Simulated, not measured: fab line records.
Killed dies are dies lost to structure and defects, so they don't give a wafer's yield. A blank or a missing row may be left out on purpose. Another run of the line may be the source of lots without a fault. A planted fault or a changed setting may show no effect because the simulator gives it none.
Chamber matching	flow nandHarc	rieDiel-13 running NHARC_P_ZERO_WELL_DESCUM_13: 4 sister chambers
The step chemistry O2, time 3 s. 4 wafers are shown with their chamber, then 7 later ones without.

EACH WAFER AND ITS CHAMBER
wafer	chamber	rfVppV (V)
L083.2	3	58.2
L083.3	1	57.9
L085.1	2	59.2
L085.5	0	56.8

WAFERS WHOSE CHAMBER IS MISSING
wafer	rfVppV (V)
L085.6	58.7
L092.1	59.5
L092.4	58.4
L092.6	58.1
L097.2	57.8
L097.3	58.2
L097.5	56.2

THE CHAMBER EACH PASSED THROUGH
wafer	from the rows above	in truth
L085.6	can't be placed: 2 or 3 or 1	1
L092.1	2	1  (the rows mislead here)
L092.4	can't be placed: 3 or 1 or 2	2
L092.6	can't be placed: 3 or 1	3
L097.2	can't be placed: 1 or 3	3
L097.3	can't be placed: 3 or 1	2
L097.5	0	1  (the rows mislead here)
Correctly placed: 0 of 7. Unplaceable from these rows: 5, with the true chamber sitting among the candidates in 4. 2 placed wrongly.
How it was worked out, from the rows above alone: a wafer's distance from a chamber is the root of the sum, over the readings, of the square of ((its reading less the chamber's mean) divided by the reading's scatter). If the next closest chamber is less than 2 further off than the closest, the wafer can't be placed; otherwise it belongs to the closest. Each chamber's mean is taken over the wafers shown for it. The scatter: with one shown wafer a chamber, the root of the mean of the squares of how far each hidden wafer lies from its nearest shown one.
